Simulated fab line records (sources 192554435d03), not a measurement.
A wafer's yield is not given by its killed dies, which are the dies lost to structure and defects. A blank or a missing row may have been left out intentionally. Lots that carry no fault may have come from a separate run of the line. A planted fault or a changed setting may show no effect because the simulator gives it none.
Split-lot trial :: flow n5Finfet :: on a route of 1938 steps: 7 lots, 21 wafers read

== ON THE SPLIT ==
At N5_MOL_CONTACT_COAG_VIA_ETCH_117 (etches SiO2 in C4F6/O2, target depth 40 nm, overetch 8 nm, time 26 s), the setting biasW was moved away from the recipe's 455 W on 8 of the 21 wafers read, by -16.9% to +17.4%. All remaining wafers had this setting at the recipe value.

The split's own step is where the reading is taken.

== THE READING ==
rfVppV, in V, at N5_MOL_CONTACT_COAG_VIA_ETCH_117 (etches SiO2 in C4F6/O2, target depth 40 nm, overetch 8 nm, time 26 s). On this fab line, fault-free wafers typically give 1569 V with a standard deviation of 30 V.

wafer: L080.1
tool, chamber at the split: rieDiel-02, 1
biasW as run, W: 378.1
against the recipe: -16.9%
rfVppV, V: 1342
against lot-mates on the recipe: -200

wafer: L080.2
tool, chamber at the split: rieDiel-02, 2
biasW as run, W: 378.1
against the recipe: -16.9%
rfVppV, V: 1416
against lot-mates on the recipe: -126

wafer: L080.5
tool, chamber at the split: rieDiel-02, 1
biasW as run, W: 455
against the recipe: recipe
rfVppV, V: 1542
against lot-mates on the recipe: -

wafer: L087.1
tool, chamber at the split: rieDiel-02, 1
biasW as run, W: 455
against the recipe: recipe
rfVppV, V: 1541
against lot-mates on the recipe: -

wafer: L087.2
tool, chamber at the split: rieDiel-02, 3
biasW as run, W: 397.1
against the recipe: -12.7%
rfVppV, V: 1409
against lot-mates on the recipe: -175

wafer: L087.4
tool, chamber at the split: rieDiel-02, 2
biasW as run, W: 455
against the recipe: recipe
rfVppV, V: 1627
against lot-mates on the recipe: -

wafer: L090.1
tool, chamber at the split: rieDiel-06, 1
biasW as run, W: 455
against the recipe: recipe
rfVppV, V: 1592
against lot-mates on the recipe: -

wafer: L090.5
tool, chamber at the split: rieDiel-06, 1
biasW as run, W: 404.2
against the recipe: -11.2%
rfVppV, V: 1457
against lot-mates on the recipe: -135

wafer: L090.6
tool, chamber at the split: rieDiel-06, 2
biasW as run, W: 404.2
against the recipe: -11.2%
rfVppV, V: 1402
against lot-mates on the recipe: -190

wafer: L091.1
tool, chamber at the split: rieDiel-01, 3
biasW as run, W: 455
against the recipe: recipe
rfVppV, V: 1623
against lot-mates on the recipe: -

wafer: L091.5
tool, chamber at the split: rieDiel-01, 0
biasW as run, W: 396.1
against the recipe: -12.9%
rfVppV, V: 1409
against lot-mates on the recipe: -214

wafer: L091.6
tool, chamber at the split: rieDiel-01, 3
biasW as run, W: 396.1
against the recipe: -12.9%
rfVppV, V: 1465
against lot-mates on the recipe: -158

wafer: L093.1
tool, chamber at the split: rieDiel-02, 2
biasW as run, W: 455
against the recipe: recipe
rfVppV, V: 1626
against lot-mates on the recipe: -

wafer: L093.2
tool, chamber at the split: rieDiel-02, 1
biasW as run, W: 455
against the recipe: recipe
rfVppV, V: 1540
against lot-mates on the recipe: -

wafer: L093.5
tool, chamber at the split: rieDiel-02, 0
biasW as run, W: 455
against the recipe: recipe
rfVppV, V: 1552
against lot-mates on the recipe: -

wafer: L095.1
tool, chamber at the split: rieDiel-02, 0
biasW as run, W: 455
against the recipe: recipe
rfVppV, V: 1551
against lot-mates on the recipe: -

wafer: L095.3
tool, chamber at the split: rieDiel-02, 2
biasW as run, W: 455
against the recipe: recipe
rfVppV, V: 1626
against lot-mates on the recipe: -

wafer: L095.6
tool, chamber at the split: rieDiel-02, 1
biasW as run, W: 534.1
against the recipe: +17.4%
rfVppV, V: 1735
against lot-mates on the recipe: +146

wafer: L096.1
tool, chamber at the split: rieDiel-02, 3
biasW as run, W: 455
against the recipe: recipe
rfVppV, V: 1560
against lot-mates on the recipe: -

wafer: L096.3
tool, chamber at the split: rieDiel-02, 2
biasW as run, W: 455
against the recipe: recipe
rfVppV, V: 1626
against lot-mates on the recipe: -

wafer: L096.6
tool, chamber at the split: rieDiel-02, 0
biasW as run, W: 455
against the recipe: recipe
rfVppV, V: 1552
against lot-mates on the recipe: -

FIT RESULTS
A straight line over all 21 wafers: rfVppV changes by +11.3 V for each +1% of biasW; r = +0.93; the points scatter about the line by 38 V.
The same after taking each lot's own level away (the mean of its wafers on the recipe; 21 wafers): +11.1 V for each +1%; r = +0.92; scatter 39 V.
Per that fit: largest biasW move, reading shift of 1.9e+02 V.
The span of the lots' own levels, 1542.0 to 1623.0 V, comes to 2.7 times the standard deviation stated above.
Consequently the slope shifts little with the lot-to-lot level, the two slopes agreeing.
Check: for one of the wafers moved furthest among these (+17.4%), held out of the fit, the line's prediction against its lot-mates is +208 V. Against them it came out at +146 V.
Tool readings at the split's step, against how far the setting was moved: rfVppV r = +0.93.

== ADDITIONAL SPLITS CARRIED BY THESE WAFERS ==
Other splits were also applied to these wafers ahead of the reading. Each is held against what the fit with the lots' levels taken away leaves over:
other split on the same wafers: N5_GATE_CUT_DESCUM_18 timeS
wafers away from the commonest value: 8
r with rfVppV (lot level and that fit taken away): +0.17

other split on the same wafers: N5_MOL_CONTACT_COAG_PECVD_31 tempC
wafers away from the commonest value: 10
r with rfVppV (lot level and that fit taken away): -0.12

== THE FILE'S OWN FIT ==
rfVppV changes by +11.3 V for each +1% of biasW, r = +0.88.
